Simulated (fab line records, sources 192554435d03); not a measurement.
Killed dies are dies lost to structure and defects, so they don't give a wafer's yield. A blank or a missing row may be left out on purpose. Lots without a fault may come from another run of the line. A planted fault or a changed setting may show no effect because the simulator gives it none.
Chamber matching | flow n5_finfet | N5_BEOL_M2_ETCH_74 on rie_diel-04: 4 sister chambers
The step etches underlayer in N2/H2, target depth 6.5 nm, time 5.2 s. 8 wafers are shown with their chamber, then 10 later ones without.

WAFERS WITH THEIR CHAMBER
wafer  | chamber | drypump_motor_current_A (A) | showerhead_plenum_p_Torr (Torr)
L075.1 | 3       | 5.6                         | 2.42
L082.2 | 3       | 5.7                         | 2.42
L082.6 | 0       | 5.6                         | 2.51
L091.1 | 2       | 6.5                         | 2.71
L091.5 | 1       | 5.6                         | 2.51
L091.6 | 0       | 5.6                         | 2.50
L093.1 | 1       | 5.6                         | 2.51
L093.2 | 2       | 6.5                         | 2.71

WAFERS WITHOUT THEIR CHAMBER
wafer  | drypump_motor_current_A (A) | showerhead_plenum_p_Torr (Torr)
L093.4 | 5.6                         | 2.41
L096.1 | 5.6                         | 2.51
L096.2 | 6.5                         | 2.70
L096.3 | 5.6                         | 2.40
L096.4 | 5.6                         | 2.40
L096.5 | 5.6                         | 2.51
L096.6 | 6.5                         | 2.70
L097.3 | 5.6                         | 2.51
L097.4 | 6.5                         | 2.70
L097.5 | 5.6                         | 2.51

WHICH CHAMBER EACH WENT THROUGH
wafer  | from the rows above     | in truth
L093.4 | 3                       | 3
L096.1 | can't be placed: 1 or 0 | 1
L096.2 | 2                       | 2
L096.3 | 3                       | 3
L096.4 | 3                       | 3
L096.5 | can't be placed: 1 or 0 | 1
L096.6 | 2                       | 2
L097.3 | can't be placed: 1 or 0 | 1
L097.4 | 2                       | 2
L097.5 | can't be placed: 1 or 0 | 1
Placed correctly: 6 of 10. Can't be placed from these rows: 4 (the true chamber is among the candidates in 4). Placed wrongly: 0.
How it was worked out, from the rows above alone: a wafer's distance from a chamber is the root of the sum, over the readings, of the square of ((its reading less the chamber's mean) divided by the reading's scatter). The wafer belongs to the nearest chamber; if the next one is less than 2 further off, it can't be placed. A chamber's mean is the mean of its shown wafers. The scatter: the root of (the sum of the squares of (reading less its chamber's mean) over the shown wafers, divided by (wafers less chambers)).
